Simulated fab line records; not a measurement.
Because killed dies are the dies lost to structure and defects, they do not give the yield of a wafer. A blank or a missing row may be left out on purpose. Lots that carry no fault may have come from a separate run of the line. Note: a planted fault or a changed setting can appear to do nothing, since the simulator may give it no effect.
fab line records	flow nand-harc
[record] lots = 6	wafers = 17	last-day = 25
route steps=1159 shown A_SLIT@785 A_SIN_REMOVE@804 END@1159
lots that met no fault: from a run of the same line without faults
start-h: the number of hours between the record's first day and the start of the first shown wafer of the lot	wait-h: time in hours since the lot's previous step	" identical to the entry in the row above	L1.1+2: several wafers, shown together as one row	- no value, or no start given	* or withheld: withheld	< > ~ a bound
route shown NAME@n: NAME is a module with steps in the file, n the number in the route of the first one	usual: the fault-free wafers' mean and standard deviation	same: alike in all rows	chamber/n: place in a boat	sites: readings site by site	_std_site: their standard deviation	_edge_site: inner sites' mean taken away from outer sites' mean	radius-mm: how far each site lies from the wafer's centre	mask NAME#n: copy n	behind: the most recent tool/chamber to have shaped the wafer	hold: the reason the lot was held/the length of the hold in hours/how it ended	device: which transistor (n, p or np) failed to switch	end of line: tests run on the same wafers once the route is complete	a step with no rows: only its recipe	killed: at the first sort, the dies lost to defects and structure; wafer yield is something else	map: shows each die of a wafer: x if killed, . if not, _ if none is there
set.NAME: the run value of the setting; set.NAME@STEP: its run value at that earlier step	model.NAME: the simulator's own value behind a step, which no gauge read
certain route steps with their lots: each step a table, each wafer a row
services: when a tool's chamber went out of use (start-h, in hours from the record's first day, below 0 if earlier), for how many hours, and the reason
[[steps]]
[step NHARC_A_SLIT_SOFTBAKE_04]
[recipe] temp-c = 105	time-s = 55
[step NHARC_A_SLIT_EBR_05]
[step NHARC_A_SLIT_EXPOSE_06]
[recipe] na = 1.35	dose-mj = 60.82	mask-id = SLIT
[step NHARC_A_SLIT_PEB_07]
[recipe] peb-temp-c = 100	peb-time-s = 65
[step NHARC_A_SLIT_DEVELOP_08]
[recipe] develop-time-s = 35	dev-temp-c = 23
[step NHARC_A_SLIT_CD_MEAS_09]
[recipe] target-cd-nm = 300	landing-energy-ev = 500
[usual] cd-nm = 300.0/0.48
lot.wafer	tool	chamber	start-h	wait-h	cd-nm
L446.1	cd-sem-03	0	332.33	-	299.5
L446.2	"	0	"	"	299.4
L446.3	"	0	"	"	299.9
L454.3	cd-sem-03	0	378.35	-	300.7
L454.4	"	0	"	"	300.9
L454.6	"	0	"	"	300.5
L455.2	cd-sem-02	0	386.11	-	298.8
L455.5	"	0	"	"	299.7
L456.2	cd-sem-03	0	386.27	-	299.7
L456.4	"	0	"	"	300.6
L456.5	"	0	"	"	300.0
L458.2	cd-sem-02	0	395.85	-	300.7
L458.3	"	0	"	"	299.5
L458.4	"	0	"	"	300.2
L468.1	cd-sem-01	0	453.00	-	300.3
L468.3	"	0	"	"	300.4
L468.6	"	0	"	"	300.4
[step NHARC_A_SLIT_OVL_MEAS_10]
[usual] overlay-x-nm = 0.1/1	overlay-y-nm = 0.4/0.76
lot.wafer	tool	chamber	start-h	wait-h	overlay-x-nm	overlay-y-nm
L446.1	overlay-01	-	332.43	-	0.8	0.9
L446.2	"	-	"	"	0.8	1.1
L446.3	"	-	"	"	1.0	0.5
L454.3	overlay-01	-	378.43	-	0.2	0.6
L454.4	"	-	"	"	0.1	0.4
L454.6	"	-	"	"	1.0	0.1
L455.2	overlay-01	-	386.20	-	1.8	0.2
L455.5	"	-	"	"	1.1	0.0
L456.2	overlay-01	-	386.35	-	0.8	0.4
L456.4	"	-	"	"	2.2	0.6
L456.5	"	-	"	"	1.5	-0.2
L458.2	overlay-01	-	395.93	-	-1.4	-0.7
L458.3	"	-	"	"	-1.8	-0.9
L458.4	"	-	"	"	-1.6	-0.4
L468.1	overlay-01	-	453.09	-	0.3	0.4
L468.3	"	-	"	"	0.2	0.1
L468.6	"	-	"	"	-0.3	1.2
[step NHARC_A_SLIT_INSPECT_11]
[usual] raw-defect-count = 23/11
lot.wafer	tool	chamber	start-h	wait-h	raw-defect-count
L446.1	defect-inspect-02	-	332.46	0.0	23
L446.2	"	-	"	"	20
L446.3	"	-	"	"	28
L454.3	defect-inspect-01	-	378.47	0.0	10
L454.4	"	-	"	"	9
L454.6	"	-	"	"	11
L455.2	defect-inspect-01	-	386.24	0.0	13
L455.5	"	-	"	"	19
L456.2	defect-inspect-02	-	386.39	0.0	30
L456.4	"	-	"	"	32
L456.5	"	-	"	"	31
L458.2	defect-inspect-01	-	395.97	0.0	27
L458.3	"	-	"	"	30
L458.4	"	-	"	"	20
L468.1	defect-inspect-01	-	453.13	0.0	12
L468.3	"	-	"	"	18
L468.6	"	-	"	"	13
[step NHARC_A_SLIT_DESCUM_14]
[recipe] time-s = 3	o2-flow-sccm = 200	ar-flow-sccm = 0	bias-power-w = 0	chemistry = O2
[step NHARC_A_SLIT_ETCH_24]
[recipe] target-depth-a = 1210	time-s = 60.5	cf4-flow-sccm = 100	chf3-flow-sccm = 30	ar-flow-sccm = 0	rf-w = 500	bias-w = 200	chemistry = CF4/CHF3
[usual] drypump-motor-current-A = 5.6/0.37	oes-product-au = 0.960/0.019	rf-vpp-V = 369.6/2.2	showerhead-plenum-p-Torr = 1.54/0.062	throttle-valve-pct = 16.802/0.0099
lot.wafer	tool	chamber	start-h	wait-h	drypump-motor-current-A	oes-product-au	rf-hours-counter-h	rf-vpp-V	showerhead-plenum-p-Torr	throttle-valve-pct
L446.2	rie-diel-05	2	332.63	0.1	5.5	0.929	14	368.0	1.51	16.797
L446.3	"	3	"	"	5.0	0.922	14	367.6	1.49	16.804
L446.1	"	0	"	"	6.0	0.938	11	369.4	1.53	16.790
L454.3	rie-diel-09	3	378.65	0.1	5.6	0.949	8	368.3	1.52	16.797
L454.6	"	1	"	"	5.7	0.942	-	373.3	1.66	16.831
L454.4	"	2	"	"	5.8	0.963	-	366.8	1.49	16.814
L455.2	rie-diel-05	0	386.39	0.1	6.0	0.982	3	369.1	1.53	16.788
L455.5	"	0	"	"	6.0	0.984	-	368.1	1.53	16.814
L456.4	rie-diel-06	2	386.55	0.1	5.7	0.986	9	373.3	1.63	16.789
L456.2	"	3	"	"	5.9	0.987	9	368.3	1.51	16.792
L456.5	"	0	"	"	5.2	0.981	-	368.7	1.50	16.805
L458.2	rie-diel-09	1	396.12	0.1	5.7	0.947	9	373.2	1.66	16.805
L458.4	"	2	"	"	5.8	0.956	9	368.3	1.49	16.807
L458.3	"	0	"	"	5.2	0.948	7	373.5	1.66	16.812
L468.1	rie-diel-05	1	453.27	0.1	6.3	0.960	10	372.6	1.65	16.793
L468.3	"	0	"	"	6.0	0.956	8	369.5	1.53	16.801
L468.6	"	1	"	"	6.3	0.966	-	373.1	1.65	16.804
[step NHARC_A_SLIT_ETCH_15]
[recipe] target-depth-a = 32000	over-etch-frac = 0.3	time-s = 832	ion-energy-ev = 150	o2-flow-sccm = 400	cos-flow-sccm = 20	ar-flow-sccm = 0	rf-w = 500	bias-w = 300	chemistry = O2/COS
[usual] cos-flow-sccm = 19.99/0.06	drypump-motor-current-A = 5.6/0.36	oes-product-au = 1.004/0.0079	rf-vpp-V = 313.1/1.9	showerhead-plenum-p-Torr = 3.06/0.12	throttle-valve-pct = 28.331/0.0096
lot.wafer	tool	chamber	start-h	wait-h	cos-flow-sccm	drypump-motor-current-A	oes-product-au	rf-hours-counter-h	rf-vpp-V	showerhead-plenum-p-Torr	throttle-valve-pct
L446.2	rie-diel-05	2	-	-	19.97	5.5	0.996	14	312.8	3.00	28.334
L446.3	"	3	"	"	20.00	5.0	0.997	14	311.3	2.95	28.328
L446.1	"	0	"	"	19.98	6.0	1.002	11	312.6	3.04	28.329
L454.3	rie-diel-09	2	-	-	20.00	5.8	0.992	9	312.4	2.95	28.327
L454.6	"	2	"	"	19.96	5.8	0.992	-	311.2	2.95	28.335
L454.4	"	1	"	"	19.94	5.7	0.984	-	315.7	3.30	28.345
L455.2	rie-diel-05	0	-	-	20.04	6.0	1.016	3	312.2	3.04	28.336
L455.5	"	1	"	"	19.97	6.2	1.019	-	316.2	3.28	28.328
L456.4	rie-diel-06	0	-	-	20.10	5.2	1.001	10	312.7	2.98	28.326
L456.2	"	2	"	"	20.07	5.7	1.002	10	315.2	3.24	28.332
L456.5	"	0	"	"	20.02	5.2	1.003	-	312.2	2.98	28.339
L458.3	rie-diel-09	3	-	-	20.10	5.6	0.987	9	312.2	3.02	28.342
L458.2	"	0	"	"	19.93	5.2	0.993	7	316.4	3.29	28.319
L458.4	"	1	"	"	20.03	5.7	0.992	9	316.2	3.30	28.315
L468.3	rie-diel-05	2	-	-	19.98	5.5	1.008	10	312.9	3.00	28.319
L468.1	"	3	"	"	20.06	5.0	1.014	7	310.1	2.95	28.322
L468.6	"	2	"	"	19.92	5.5	1.010	-	311.5	3.00	28.341
[step NHARC_A_SLIT_ETCH_17]
[recipe] bias-v = 900	source-w = withheld	pressure-mtorr = 20	ar-flow-sccm = 375	c4f8-flow-sccm = 83.3	o2-flow-sccm = 41.7	time-s = 1687.5	target-depth-a = 1.01e+05	chemistry = C4F8/O2/Ar
[usual] drypump-motor-current-A = 5.6/0.43	showerhead-plenum-p-Torr = 3.74/0.092	throttle-valve-pct = 32.047/0.0088
lot.wafer	tool	chamber	start-h	wait-h	drypump-motor-current-A	rf-hours-counter-h	showerhead-plenum-p-Torr	throttle-valve-pct
L446.1	har-etch-01	0	334.84	-	4.8	8	3.79	32.051
L446.2	"	1	"	"	5.9	8	3.79	32.049
L446.3	"	1	"	"	5.9	-	3.79	32.049
L454.3	har-etch-02	0	382.19	-	6.0	-	3.83	32.045
L454.4	"	1	"	"	5.3	-	3.62	32.046
L454.6	"	0	"	"	6.0	-	3.83	32.034
L455.2	har-etch-02	1	387.33	-	5.3	195	3.62	32.045
L455.5	"	1	"	"	5.3	-	3.62	32.041
L456.2	har-etch-01	0	387.47	-	4.8	31	3.78	32.050
L456.4	"	0	"	"	4.8	-	3.78	32.027
L456.5	"	1	"	"	5.9	-	3.78	32.048
L458.2	har-etch-02	1	397.87	-	5.3	200	3.62	32.045
L458.3	"	0	"	"	5.9	-	3.83	32.044
L458.4	"	1	"	"	5.3	-	3.62	32.044
L468.1	har-etch-01	0	453.96	-	4.8	60	3.76	32.044
L468.3	"	0	"	"	4.8	-	3.76	32.066
L468.6	"	1	"	"	5.9	-	3.76	32.047
[step NHARC_A_SLIT_ETCH_26]
[recipe] bias-v = 400	source-w = 2000	pressure-mtorr = 25	time-s = 90	ar-flow-sccm = 375	c4f8-flow-sccm = 41.7	o2-flow-sccm = 83.3	target-depth-a = 4000	chemistry = C4F8/O2/Ar
[usual] drypump-motor-current-A = 5.6/0.43	showerhead-plenum-p-Torr = 3.77/0.095	throttle-valve-pct = 27.618/0.0092
lot.wafer	tool	chamber	start-h	wait-h	drypump-motor-current-A	rf-hours-counter-h	showerhead-plenum-p-Torr	throttle-valve-pct
L446.1	har-etch-01	0	336.33	1.2	4.8	9	3.83	27.615
L446.2	"	1	"	"	5.9	9	3.83	27.620
L446.3	"	1	"	"	5.9	-	3.83	27.633
L454.3	har-etch-02	0	383.25	0.8	6.0	-	3.87	27.626
L454.4	"	1	"	"	5.3	-	3.65	27.619
L454.6	"	0	"	"	6.0	-	3.87	27.613
L455.2	har-etch-02	1	388.58	1.0	5.3	196	3.65	27.628
L455.5	"	1	"	"	5.3	-	3.65	27.602
L456.2	har-etch-01	0	388.73	1.0	4.8	32	3.82	27.615
L456.4	"	0	"	"	4.8	-	3.82	27.608
L456.5	"	1	"	"	5.9	-	3.81	27.615
L458.2	har-etch-02	1	399.15	1.0	5.3	201	3.65	27.615
L458.3	"	0	"	"	6.0	-	3.86	27.624
L458.4	"	1	"	"	5.3	-	3.65	27.616
L468.1	har-etch-01	0	455.45	1.2	4.8	61	3.80	27.620
L468.3	"	0	"	"	4.8	-	3.80	27.619
L468.6	"	1	"	"	6.0	-	3.80	27.628
[step NHARC_A_SLIT_STRIP_28]
[recipe] o2-flow-sccm = 400	cos-flow-sccm = 20	ar-flow-sccm = 0	bias-w = 0	chemistry = O2/COS
[step NHARC_A_SLIT_ETCH_29]
[recipe] target-depth-a = 1000	overetch-a = 100	time-s = 55	ion-energy-ev = 100	cf4-flow-sccm = 80	o2-flow-sccm = 20	ar-flow-sccm = 0	rf-w = 300	bias-w = 100	chemistry = CF4/O2
[usual] drypump-motor-current-A = 5.59/0.3	oes-product-au = 0.998/0.0085	rf-vpp-V = 197.4/1.5	showerhead-plenum-p-Torr = 1.31/0.059	throttle-valve-pct = 13.398/0.009
lot.wafer	tool	chamber	start-h	wait-h	drypump-motor-current-A	oes-product-au	rf-hours-counter-h	rf-vpp-V	showerhead-plenum-p-Torr	throttle-valve-pct
L446.1	rie-diel-05	0	336.97	0.1	5.99	0.991	11	196.4	1.30	13.407
L446.2	"	2	"	"	5.53	1.000	15	197.0	1.28	13.401
L446.3	"	3	"	"	5.00	0.997	15	196.0	1.26	13.399
L454.4	rie-diel-05	0	383.81	0.1	5.96	1.010	2	196.2	1.30	13.399
L454.3	"	1	"	"	6.28	1.021	3	199.7	1.41	13.389
L454.6	"	2	"	"	5.53	0.985	-	196.7	1.28	13.385
L455.2	rie-diel-05	3	389.17	0.1	4.99	1.006	3	196.2	1.26	13.399
L455.5	"	0	"	"	6.00	0.996	-	197.4	1.30	13.393
L456.2	rie-diel-06	1	389.32	0.1	5.59	1.016	9	196.9	1.28	13.390
L456.4	"	2	"	"	5.71	1.008	10	198.5	1.39	13.407
L456.5	"	1	"	"	5.59	1.008	-	196.0	1.28	13.397
L458.4	rie-diel-06	3	399.73	0.1	5.89	1.006	11	197.6	1.28	13.398
L458.2	"	1	"	"	5.57	1.003	10	195.0	1.28	13.392
L458.3	"	2	"	"	5.71	0.997	11	199.9	1.39	13.406
L468.3	rie-diel-09	1	456.08	0.1	5.68	0.983	2	199.4	1.41	13.400
L468.1	"	2	"	"	5.75	1.008	1	196.2	1.26	13.421
L468.6	"	3	"	"	5.65	1.002	-	198.2	1.29	13.384
[step NHARC_A_SLIT_STRIP_18]
[recipe] o2-flow-sccm = 500	ar-flow-sccm = 0	bias-w = 0	chemistry = O2
[usual] drypump-motor-current-A = 5.64/0.29	oes-product-au = 0.998/0.0081	rf-vpp-V = 57.6/0.79	showerhead-plenum-p-Torr = 3.49/0.16	throttle-valve-pct = 17.036/0.0095
lot.wafer	tool	chamber	start-h	wait-h	drypump-motor-current-A	oes-product-au	rf-hours-counter-h	rf-vpp-V	showerhead-plenum-p-Torr	throttle-valve-pct
L446.3	rie-diel-05	2	-	-	5.53	0.995	15	58.3	3.40	17.019
L446.2	"	3	"	"	5.00	0.999	15	56.7	3.34	17.040
L446.1	"	0	"	"	5.98	1.008	11	58.6	3.43	17.016
L454.4	rie-diel-05	3	-	-	4.99	0.996	2	56.7	3.34	17.048
L454.3	"	0	"	"	5.98	1.014	2	57.9	3.43	17.044
L454.6	"	3	"	"	5.00	1.005	-	56.9	3.34	17.028
L455.2	rie-diel-05	0	-	-	6.00	1.000	3	57.7	3.43	17.044
L455.5	"	2	"	"	5.55	1.000	-	57.7	3.40	17.032
L456.2	rie-diel-06	3	-	-	5.89	1.007	10	57.3	3.39	17.033
L456.4	"	0	"	"	5.24	0.997	11	57.8	3.37	17.033
L456.5	"	3	"	"	5.91	1.006	-	57.7	3.39	17.052
L458.3	rie-diel-06	2	-	-	5.71	1.008	11	57.5	3.66	17.043
L458.4	"	3	"	"	5.92	1.012	11	58.1	3.39	17.039
L458.2	"	1	"	"	5.58	1.013	10	57.8	3.38	17.031
L468.3	rie-diel-09	2	-	-	5.76	1.001	1	57.0	3.34	17.033
L468.1	"	1	"	"	5.68	0.980	2	57.7	3.73	17.049
L468.6	"	2	"	"	5.78	0.993	-	56.9	3.34	17.035
[step NHARC_A_SLIT_PRECLEAN_19]
[recipe] time-s = *	temp-c = 50	bath-age-min = 0	chemistry = SC1
[step NHARC_A_SLIT_SRD_20]
[step NHARC_A_SLIT_CD_MEAS_21]
[usual] cd-nm = 289.4/0.82
lot.wafer	tool	chamber	start-h	wait-h	cd-nm
L446.1	cd-sem-01	-	337.58	-	289.0
L446.2	"	-	"	"	289.2
L446.3	"	-	"	"	289.2
L454.3	cd-sem-03	-	384.35	-	288.4
L454.4	"	-	"	"	288.1
L454.6	"	-	"	"	288.4
L455.2	cd-sem-02	-	389.70	-	290.4
L455.5	"	-	"	"	289.9
L456.2	cd-sem-01	-	389.85	-	289.4
L456.4	"	-	"	"	290.3
L456.5	"	-	"	"	289.2
L458.2	cd-sem-01	-	400.27	-	290.2
L458.3	"	-	"	"	290.3
L458.4	"	-	"	"	290.0
L468.1	cd-sem-01	-	456.64	0.1	290.1
L468.3	"	-	"	"	290.0
L468.6	"	-	"	"	290.5
[step NHARC_A_SIN_REMOVE_WET_00]
[recipe] temp-c = 160	time-s = 15300	chemistry = H3PO4
[step NHARC_A_SIN_REMOVE_PRECLEAN_01]
[recipe] time-s = *	temp-c = 50	bath-age-min = 0	chemistry = SC1
[step NHARC_A_SIN_REMOVE_SRD_02]
[step NHARC_A_SIN_REMOVE_INSPECT_04]
[usual] raw-defect-count = 296/75
lot.wafer	tool	chamber	start-h	wait-h	hold	raw-defect-count
L446.1	defect-inspect-02	-	344.84	0.0	-	270
L446.2	"	-	"	"	-	503
L446.3	"	-	"	"	-	425
L454.3	defect-inspect-01	-	390.45	0.0	-	287
L454.4	"	-	"	"	-	292
L454.6	"	-	"	"	-	312
L455.2	defect-inspect-01	-	397.72	0.0	await-dispo/0.2h/release	747
L455.5	"	-	"	"	await-dispo/0.2h/release	654
L455.2	defect-inspect-01	-	397.89	0.2	-	759
L455.5	"	-	"	"	-	647
L456.2	defect-inspect-02	-	397.74	0.0	-	300
L456.4	"	-	"	"	-	251
L456.5	"	-	"	"	-	273
L458.2	defect-inspect-01	-	407.97	0.0	-	571
L458.3	"	-	"	"	-	364
L458.4	"	-	"	"	-	606
L468.1	defect-inspect-02	-	464.40	0.0	-	240
L468.3	"	-	"	"	-	194
L468.6	"	-	"	"	-	236
[step NHARC_END_SORT_01]
[recipe] temp-c = 25
[usual] killed-at-array = 27/11	killed-at-other = 0.8/1.1	killed-at-periphery = 2.8/1.9	killed-dies = 30/11	killed-open = 3.3/1.8	killed-short = 2.3/1.5
[same] gross-dies = 677
lot.wafer	tool	chamber	start-h	wait-h	killed-at-array	killed-at-other	killed-at-periphery	killed-dies	killed-open	killed-short
L454.3	prober-01	0	491.31	3.1	17	2	4	23	2	1
L454.4	prober-01	0	492.11	3.4	17	3	3	23	2	3
L454.6	prober-01	0	493.69	4.0	29	4	7	40	3	1
L456.2	prober-01	0	504.25	2.8	26	3	4	33	3	3
L456.4	prober-01	0	505.85	3.4	28	0	1	29	0	2
L456.5	prober-01	0	506.64	3.7	32	3	2	37	6	3
L455.2	prober-02	0	520.78	2.8	34	0	7	41	4	2
L455.5	prober-02	0	523.19	3.7	35	0	3	38	4	1
L458.2	prober-01	0	552.11	2.8	44	0	3	47	6	2
L458.3	prober-01	0	552.90	3.1	30	1	1	32	1	1
L458.4	prober-01	0	553.70	3.4	46	1	7	54	5	3
// killed by level:class
L454.3 A_SLIT:chamber-film-flake=9 P_GATE:chamber-film-flake=2 A_ZERO_WELL:chamber-film-flake=2 A_STAIRCASE:chamber-film-flake=2 P_GATE:geometric-particle:open=1 A_CONTACT:geometric-particle:short=1 A_CONTACT:geometric-particle:open=1 P_M1:chamber-film-flake=1
L454.4 A_SLIT:chamber-film-flake=7 A_CHANNEL_HOLE_D1:chamber-film-flake=3 A_M0:geometric-particle:open=2 A_CONTACT:chamber-film-flake=2 HYBRID_BOND:chamber-film-flake=2 P_M0:geometric-particle:short=1 A_CHANNEL_FILL_D1:geometric-particle:short=1 A_CONTACT:geometric-particle:short=1
L454.6 A_SLIT:chamber-film-flake=19 P_M1:chamber-film-flake=4 A_CONTACT:chamber-film-flake=3 HYBRID_BOND:chamber-film-flake=3 P_GATE:chamber-film-flake=2 A_STAIRCASE:chamber-film-flake=2 P_GATE:geometric-particle:open=1 A_CHANNEL_FILL_D1:geometric-particle:open=1
L456.2 A_CHANNEL_HOLE_D1:chamber-film-flake=15 A_STAIRCASE:chamber-film-flake=6 THIN_TSV:chamber-film-flake=2 P_STI:geometric-particle:short=1 P_CONTACT:geometric-particle:open=1 P_M0:geometric-particle:open=1 A_CHANNEL_HOLE_D1:geometric-particle:short=1 A_STAIRCASE:geometric-particle:open=1
L456.4 A_CHANNEL_HOLE_D1:chamber-film-flake=23 A_CONTACT:chamber-film-flake=3 P_STI:geometric-particle:short=1 A_WL_FILL:geometric-particle:short=1 A_STAIRCASE:chamber-film-flake=1
L456.5 A_CHANNEL_HOLE_D1:chamber-film-flake=19 A_WL_FILL:chamber-film-flake=4 A_WL_FILL:geometric-particle:short=2 A_STAIRCASE:chamber-film-flake=2 THIN_TSV:chamber-film-flake=2 P_CONTACT:geometric-particle:open=1 P_M0:geometric-particle:open=1 A_ONON_D1:geometric-particle:open=1
L455.2 A_SLIT:unspecified=24 P_ZERO_WELL:chamber-film-flake=5 A_CONTACT:geometric-particle:open=2 A_CHANNEL_HOLE_D1:chamber-film-flake=2 A_CONTACT:chamber-film-flake=2 P_CONTACT:geometric-particle:open=1 P_M0:geometric-particle:short=1 A_WL_FILL:geometric-particle:open=1
L455.5 A_SLIT:unspecified=23 A_CHANNEL_HOLE_D1:chamber-film-flake=4 A_STAIRCASE:chamber-film-flake=2 P_M0:geometric-particle:open=1 A_ONON_D1:geometric-particle:open=1 A_CHANNEL_FILL_D1:geometric-particle:short=1 A_CHANNEL_FILL_D1:geometric-particle:open=1 A_M0:geometric-particle:open=1
L458.2 A_SLIT:unspecified=22 A_CHANNEL_HOLE_D1:chamber-film-flake=8 A_STAIRCASE:chamber-film-flake=3 A_CONTACT:geometric-particle:open=2 A_CONTACT:chamber-film-flake=2 P_CONTACT:geometric-particle:open=1 A_ONON_D1:geometric-particle:open=1 A_ONON_D1:geometric-particle:short=1
L458.3 A_SLIT:chamber-film-flake=12 A_CHANNEL_HOLE_D1:chamber-film-flake=10 A_ZERO_WELL:chamber-film-flake=2 A_STAIRCASE:chamber-film-flake=2 A_CONTACT:geometric-particle:open=1 A_BLC:geometric-particle:short=1 P_ZERO_WELL:chamber-film-flake=1 A_WL_FILL:chamber-film-flake=1
L458.4 A_SLIT:unspecified=24 A_CHANNEL_HOLE_D1:chamber-film-flake=13 P_CONTACT:geometric-particle:short=2 A_M0:geometric-particle:open=2 P_ZERO_WELL:chamber-film-flake=2 A_CONTACT:chamber-film-flake=2 P_CONTACT:geometric-particle:open=1 A_ONON_D1:geometric-particle:short=1
[[services]]
tool	chamber	start-h	hours	kind
rie-diel-05	0	319.60	-	clean
rie-diel-05	1	319.60	-	clean
rie-diel-05	2	319.60	-	clean
rie-diel-05	3	319.60	-	clean
rie-diel-05	-	340.60	9.0	pm
rie-diel-05	0	340.60	9.0	vent-cycle
rie-diel-05	1	340.60	9.0	vent-cycle
rie-diel-05	2	340.60	9.0	vent-cycle
rie-diel-05	3	340.60	9.0	vent-cycle
rie-diel-05	0	349.60	-	clean
rie-diel-05	1	349.60	-	clean
rie-diel-05	2	349.60	-	clean
rie-diel-05	3	349.60	-	clean
rie-diel-06	1	353.42	6.3	repair
har-etch-02	-	362.15	0.2	repair
rie-diel-06	1	366.48	9.1	repair
rie-diel-09	0	368.57	18.8	repair
rie-diel-05	0	374.10	-	clean
rie-diel-05	1	374.10	-	clean
rie-diel-05	3	389.62	7.1	repair
rie-diel-05	0	395.22	9.2	repair
rie-diel-05	3	403.33	3.4	repair
rie-diel-06	-	418.32	9.0	pm
rie-diel-09	-	431.11	9.0	pm
[[key]]
[first-sign] step = NHARC_A_SIN_REMOVE_INSPECT_04	reading = visit	direction = added
[effect] step = NHARC_A_SIN_REMOVE_INSPECT_04	reading = raw-defect-count	direction = up	sigmas = 4.7	usual = 296	struck = 644
[more-kills-born-at] NHARC_A_SLIT_ETCH_26@har-etch-02 = 71
met-at NHARC_A_SLIT_ETCH_26
struck-wafers L455.2,L455.5,L458.2,L458.4
tester-left-out L455,L458
onset-between 383.25 388.58
[fault] kind = chamber-particle-source	tool = har-etch-02	chamber = 1	onset-h = 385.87	steps = NHARC_A_SLIT_ETCH_26	rate-per-visit-cm2 = 0.5236	end-h = 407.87
// tester-left-out: of these lots the tester's yield and bins aren't shown, on N5 and GAA mostly nor the transistor test; their killed dies are dies lost to structure and defects alone, not to doping, threshold or leakage, so they don't give the yield
